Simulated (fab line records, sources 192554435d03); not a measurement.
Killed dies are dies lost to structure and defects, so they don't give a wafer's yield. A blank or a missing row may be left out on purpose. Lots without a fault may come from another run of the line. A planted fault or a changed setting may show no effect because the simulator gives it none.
Split-lot experiment | flow n5_finfet | 7 lots, 21 wafers read, on a route of 1938 steps

THE SPLIT
At N5_SD_ACTIVATION_LSA_01 (time 0.0008 s), the setting temp_c was moved away from the recipe's 1080 C on 6 of the 21 wafers read, by -2.3% to +3.0%. The other wafers ran this setting at the recipe's value.

The file shows no step between the split and the reading.

THE READING
RS_SD_N, in ohm/sq, at N5_SD_ACTIVATION_RS_MEAS_03 (measures by four-point-probe). Fault-free wafers of this fab line usually give 22.0 ohm/sq, standard deviation 0.33 ohm/sq.

wafer  | tool, chamber at the split | temp_c as run, C | against the recipe | RS_SD_N, ohm/sq | against lot-mates on the recipe
L074.1 | laser_anneal-01, 0         | 1055             | -2.3%              | 24.1            | +2.6
L074.2 | laser_anneal-01, 0         | 1080             | recipe             | 21.5            | -
L074.6 | laser_anneal-01, 0         | 1055             | -2.3%              | 24.4            | +2.9
L078.2 | laser_anneal-01, 0         | 1080             | recipe             | 22.0            | -
L078.3 | laser_anneal-01, 0         | 1112             | +3.0%              | 18.5            | -3.4
L078.4 | laser_anneal-01, 0         | 1080             | recipe             | 21.9            | -
L080.1 | laser_anneal-01, 0         | 1080             | recipe             | 21.6            | -
L080.3 | laser_anneal-01, 0         | 1080             | recipe             | 21.6            | -
L080.4 | laser_anneal-01, 0         | 1080             | recipe             | 21.8            | -
L081.2 | laser_anneal-02, 0         | 1080             | recipe             | 21.6            | -
L081.4 | laser_anneal-02, 0         | 1080             | recipe             | 21.7            | -
L081.5 | laser_anneal-02, 0         | 1080             | recipe             | 21.8            | -
L089.1 | laser_anneal-02, 0         | 1080             | recipe             | 21.8            | -
L089.2 | laser_anneal-02, 0         | 1107             | +2.5%              | 18.8            | -3.0
L089.3 | laser_anneal-02, 0         | 1107             | +2.5%              | 19.1            | -2.7
L091.2 | laser_anneal-02, 0         | 1080             | recipe             | 22.4            | -
L091.4 | laser_anneal-02, 0         | 1111             | +2.9%              | 18.7            | -3.7
L091.5 | laser_anneal-02, 0         | 1080             | recipe             | 22.4            | -
L093.1 | laser_anneal-02, 0         | 1080             | recipe             | 22.0            | -
L093.2 | laser_anneal-02, 0         | 1080             | recipe             | 22.0            | -
L093.4 | laser_anneal-02, 0         | 1080             | recipe             | 21.9            | -

THE FIT
A straight line over all 21 wafers: RS_SD_N changes by -1.11 ohm/sq for each +1% of temp_c; r = -0.99; the points scatter about the line by 0.25 ohm/sq.
The same after taking each lot's own level away (the mean of its wafers on the recipe; 21 wafers): -1.19 ohm/sq for each +1%; r = -1.00; scatter 0.12 ohm/sq.
On that fit, the largest move of temp_c shifts the reading by 3.5 ohm/sq.
The lots' own levels span 21.50 to 22.40 ohm/sq, that is 2.7 times the standard deviation above.
So the lot-to-lot level changes the slope little: the two slopes agree.
Check: with one of the wafers moved furthest among these (+3.0%) left out of the fit, the line predicts -3.54 ohm/sq for it against its lot-mates. It came out at -3.45 ohm/sq against them.
Tool readings at the split's step, against how far the setting was moved: wafer_temp_C_max r = +1.00.

OTHER SPLITS ON THESE WAFERS
These wafers also went through other splits before the reading. Each is held against what the fit with the lots' levels taken away leaves over:
other split on the same wafers           | wafers away from the commonest value | r with RS_SD_N (lot level and that fit taken away)
N5_PMOS_HMC_CHANNEL_EPI_COAT_03 spin_rpm | 9                                    | +0.29
N5_PMOS_HMC_CHANNEL_EPI_DESCUM_14 time_s | 8                                    | -0.39
N5_FIN_SAQP_COAT_10 spin_rpm             | 7                                    | -0.06
N5_SD_EPI_N_ETCH_35 time_s               | 6                                    | -0.13
N5_SD_EPI_P_EPI_21 epi_growth_time_s     | 11                                   | +0.55

THE WHOLE CHAIN: every reading that the file lists as answering this split, in the file's order
step                        | what it does                 | reading          | change (the file's fit)              | r (the file's)
N5_SD_ACTIVATION_LSA_01     | time 0.0008 s                | wafer_temp_C_max | withheld for each +1% of the setting | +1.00
N5_SD_ACTIVATION_RS_MEAS_03 | measures by four-point-probe | RS_SD_N          | -1.2 for each +1% of the setting     | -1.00

THE FILE'S OWN FIT
RS_SD_N changes by -1.2 ohm/sq for each +1% of temp_c, r = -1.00.
